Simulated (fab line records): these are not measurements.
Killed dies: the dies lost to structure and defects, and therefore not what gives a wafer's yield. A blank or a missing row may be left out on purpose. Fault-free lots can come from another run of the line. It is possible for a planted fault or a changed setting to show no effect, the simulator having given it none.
Which tool was responsible? + flow n5-finfet + Sampling: 12 lots, 36 wafers, 2 of 1938 route steps

## WHAT EACH GAUGE READ, for each wafer
N5_BEOL_M2_OVL_MEAS_29.
| lot  | measured     | on         | V1_OVL (nm)    |
|------|--------------|------------|----------------|
| L075 | day 6 18:50  | overlay-01 | 0.4 0.4 -0.6   |
| L077 | day 7 02:41  | overlay-01 | -0.6 -1.1 -0.6 |
| L079 | day 7 15:17  | overlay-01 | -1.2 -1.0 -1.1 |
| L081 | day 8 08:40  | overlay-02 | 0.2 0.3 0.5    |
| L083 | day 9 14:04  | overlay-02 | -1.7 -0.4 -1.5 |
| L085 | day 9 20:18  | overlay-02 | 0.2 -0.5 0.7   |
| L088 | day 10 00:13 | overlay-02 | 0.3 -1.5 -1.3  |
| L089 | day 10 08:37 | overlay-01 | -0.8 -0.8 -0.3 |
| L091 | day 10 15:08 | overlay-01 | 0.2 -0.3 0.0   |
| L093 | day 11 11:44 | overlay-01 | 0.8 1.2 0.5    |
| L095 | day 12 09:26 | overlay-02 | 0.0 0.1 0.8    |
| L097 | day 12 11:43 | overlay-01 | -1.2 0.0 -1.3  |

## WHAT TOOL EACH LOT RAN ON (gives the tool, then ch and the chambers of the sampled wafers, and finally the start)
| lot  | N5_BEOL_M2_ETCH_64                 |
|------|------------------------------------|
| L075 | rie-diel-03 ch 0,2,3, day 6 17:58  |
| L077 | rie-diel-01 ch 0,1,2, day 7 01:51  |
| L079 | rie-diel-04 ch 0,1, day 7 14:35    |
| L081 | rie-diel-03 ch 0,2,3, day 8 07:50  |
| L083 | rie-diel-03 ch 0,2, day 9 13:13    |
| L085 | rie-diel-04 ch 0,1,3, day 9 19:20  |
| L088 | rie-diel-04 ch 0,1, day 9 23:26    |
| L089 | rie-diel-03 ch 1,2,3, day 10 07:54 |
| L091 | rie-diel-03 ch 1,2,3, day 10 14:17 |
| L093 | rie-diel-03 ch 0,2, day 11 10:49   |
| L095 | rie-diel-01 ch 0,3, day 12 08:33   |
| L097 | rie-diel-03 ch 0,3, day 12 10:51   |
- N5_BEOL_M2_ETCH_64: etches SOC in N2/H2, target depth 75 nm, overetch 22.5 nm, time 121.9 s.

## THE ANSWER, worked out from the rows above alone
Rule: the lots themselves supply what counts as usual. The widest of any qualifying gaps counts: lots, ordered by their means at a reading, are off when they make up no more than a third of the lots, leave a main group of 4 or more, and stand apart from it by 3 or more times the standard deviation of that group's means. If all means in a main group match to the digits the tables above print for the reading, that group is not used. A lot without any number at a reading at which 4 lots or more have one is off too. Where the step has rows for the other lots, those lots are counted as sound.
No lot is off on any of the readings shown, so nothing can be concluded from this.

## WHAT THE SIMULATOR PUT IN
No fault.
